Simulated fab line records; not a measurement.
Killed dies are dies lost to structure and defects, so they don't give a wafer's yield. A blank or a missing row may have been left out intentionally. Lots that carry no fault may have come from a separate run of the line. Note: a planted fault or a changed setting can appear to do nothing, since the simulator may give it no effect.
Matching of chambers ; flow n5_finfet ; N5_BEOL_M10_STRIP_36 on rie_diel-01: 4 sister chambers
The step strips in N2/H2. 20 wafers are shown with their chamber, then 10 later ones without.

WAFERS, EACH WITH ITS CHAMBER
wafer;chamber;drypump_motor_current_A (A);throttle_valve_pct (%);showerhead_plenum_p_Torr (Torr)
L075.3;2;6.3;24.0;2.59
L075.4;0;5.3;23.2;2.55
L075.6;0;5.2;23.2;2.55
L076.3;3;5.5;24.3;2.55
L076.4;1;6.0;24.0;2.44
L076.6;1;6.0;24.0;2.44
L078.1;2;6.3;24.0;2.58
L078.3;3;5.5;24.3;2.55
L078.5;2;6.3;24.0;2.58
L080.1;3;5.6;24.3;2.54
L080.2;1;6.0;24.0;2.44
L080.4;0;5.2;23.2;2.55
L082.2;1;6.0;24.0;2.44
L082.4;0;5.2;23.3;2.54
L082.6;1;6.0;24.0;2.44
L087.2;3;5.6;24.4;2.54
L087.3;1;6.0;24.1;2.43
L087.4;2;6.3;24.0;2.57
L091.1;0;5.2;23.3;2.54
L091.2;2;6.3;24.0;2.57

SIGNATURES (averages over the wafers above)
reading;chamber 0;chamber 1;chamber 2;chamber 3;scatter within a chamber
drypump_motor_current_A;5.220;6.000;6.300;5.550;0.0335
throttle_valve_pct;23.240;24.017;24.000;24.325;0.0417
showerhead_plenum_p_Torr;2.5460;2.4383;2.5780;2.5450;0.00604
Rule: for a wafer and a chamber, the distance is found by dividing, reading by reading, the gap between the wafer's reading and the chamber's mean by the reading's scatter, squaring, summing and taking the root. The wafer belongs to the nearest chamber; if the next one is less than 2 further off, it can't be placed. The scatter is the square root of a quotient: the sum, over the shown wafers, of each reading's squared deviation from its chamber's mean, divided by wafers minus chambers.

WAFERS WITHOUT THEIR CHAMBER
wafer;drypump_motor_current_A (A);throttle_valve_pct (%);showerhead_plenum_p_Torr (Torr)
L091.5;6.3;24.0;2.57
L090.3;6.3;24.0;2.57
L090.4;5.2;23.2;2.54
L090.5;5.5;24.3;2.54
L093.1;6.3;24.0;2.57
L093.2;5.5;24.4;2.53
L093.3;6.1;24.1;2.43
L094.2;5.5;24.4;2.53
L094.4;6.2;24.0;2.57
L094.5;6.3;24.0;2.57

CHAMBER TAKEN BY EACH
wafer;from the rows above;in truth
L091.5;2;2
L090.3;2;2
L090.4;0;0
L090.5;3;3
L093.1;2;2
L093.2;3;3
L093.3;1;1
L094.2;3;3
L094.4;2;2
L094.5;2;2
10 of 10 placed correctly. From these rows, 0 cannot be placed. Number placed wrongly: 0.
